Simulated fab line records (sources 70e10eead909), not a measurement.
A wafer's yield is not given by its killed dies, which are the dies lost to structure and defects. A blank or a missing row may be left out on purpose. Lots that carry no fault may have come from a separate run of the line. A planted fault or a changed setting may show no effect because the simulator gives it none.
Problem report in the 8D (eight disciplines) form, filled by code	flow nand harc	the parts of the form that need people (team, actions taken, sign-off) are left out

1. THE ISSUE
At NHARC_P_M2_ETCH_28, oes product au averages 0.854 a.u. over 3 wafers from 2 lots, while fault-free wafers read 1.000 a.u., standard deviation 0.0075. Measured from the usual mean, that is -19 standard deviations.
The step: etches the open film in CF4/N2, target depth 30 nm, time 72.99 s.
First seen on wafer L471.3, day 13 13:58, on rie diel-13. The record holds 17 wafers of 6 lots with a number at this step. By rule, "out" or "out of limits" means more than 4 standard deviations away from the usual mean. Any other wafer with a number is counted as sound.

2. WHAT THIS IS AND IS NOT
question	is	is not
which readings at this step	oes product au	rf vpp V, showerhead plenum p Torr, throttle valve pct
which lots	L471, L473	L466, L468, L474, L477
which wafers of those lots	L471.3, L471.5, L473.1	L471.6, L473.4
read on which tools	rie diel-13	rie diel-10, rie diel-12
when	from day 13 13:58	up to then (7 sound wafers); but 7 sound wafers of L473, L474, L477 came after

3. THE SUSPECTS, EACH WITH WHAT RULES IT OUT
Counting: any tool at a process step up to the reading remains a suspect provided it ran every lot that is out. Sound lots after the first of them don't rule it out here, since some wafers of a struck lot are sound.
- rie diel-12 at NHARC_P_M2_DESCUM_14 (chemistry O2, time 3 s): kept. It ran every lot that is out, first L471 (day 13 13:17); its last sound lot up to then is L468 (day 12 14:59).
- rie diel-12 at NHARC_P_M2_ETCH_35 (etches the open film in N2/H2, target depth 40 nm, overetch 12 nm, time 43.94 s): kept. It ran every lot that is out, first L471 (day 13 13:24); its last sound lot up to then is L468 (day 12 15:05).
- rie diel-12 at NHARC_P_M2_ETCH_15 (etches the open film in C4F8/Ar, target depth 182.5 nm, time 91.2 s): kept. It ran every lot that is out, first L471 (day 13 13:39); its last sound lot up to then is L468 (day 12 15:18). NHARC_P_M2_ETCH_15 gives no start for some lots, so the hours and the order of its lots are those of NHARC_P_M2_CD_MEAS_16.
- rie diel-13 at NHARC_P_M2_STRIP_18 (strips in N2/H2): kept. It ran every lot that is out, first L471 (day 13 13:47); its last sound lot up to then is L468 (day 12 15:22).
- rie diel-13 at NHARC_P_M2_ETCH_28 (etches the open film in CF4/N2, target depth 30 nm, time 72.99 s): kept. It ran every lot that is out, first L471 (day 13 13:58); its last sound lot up to then is L468 (day 12 15:37). Out on those wafers are its own readings of oes product au.
- At NHARC_P_M2_ETCH_28, inside rie diel-13: chamber 2 took the wafers that are out, while their sound lot-mates went through chambers 0, 1.
Left after counting: rie diel-12 at NHARC_P_M2_DESCUM_14, rie diel-12 at NHARC_P_M2_ETCH_35, rie diel-12 at NHARC_P_M2_ETCH_15, rie diel-13 at NHARC_P_M2_STRIP_18, rie diel-13 at NHARC_P_M2_ETCH_28.

4. THE CAUSE (what the simulator had put in)
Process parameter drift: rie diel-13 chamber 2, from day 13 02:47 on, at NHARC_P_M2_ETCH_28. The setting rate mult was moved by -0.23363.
After counting, 5 suspects remain, this tool included.

5. THE EFFECT CHAIN, in route order
Each row: a reading whose mean over the struck wafers that have a number lies more than 3 standard deviations from the usual. Only readings whose record carries a usual standard deviation are examined. hours: median over the lots of the time between each lot's start at the first step of this table that gives one and its start at this step. sigmas: the change, counted in usual standard deviations.
hours	step	reading	usual	on struck wafers	change	sigmas
0	NHARC_P_M2_ETCH_28	oes product au	1.000 a.u.	0.854	-0.146	-19
Its process steps:
- NHARC_P_M2_ETCH_28: etches the open film in CF4/N2, target depth 30 nm, time 72.99 s.

6. HOW IT WOULD HAVE BEEN CAUGHT EARLIER
In this record no reading fell out of limits until day 13 13:58, 11 hours after the fault had begun at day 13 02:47.
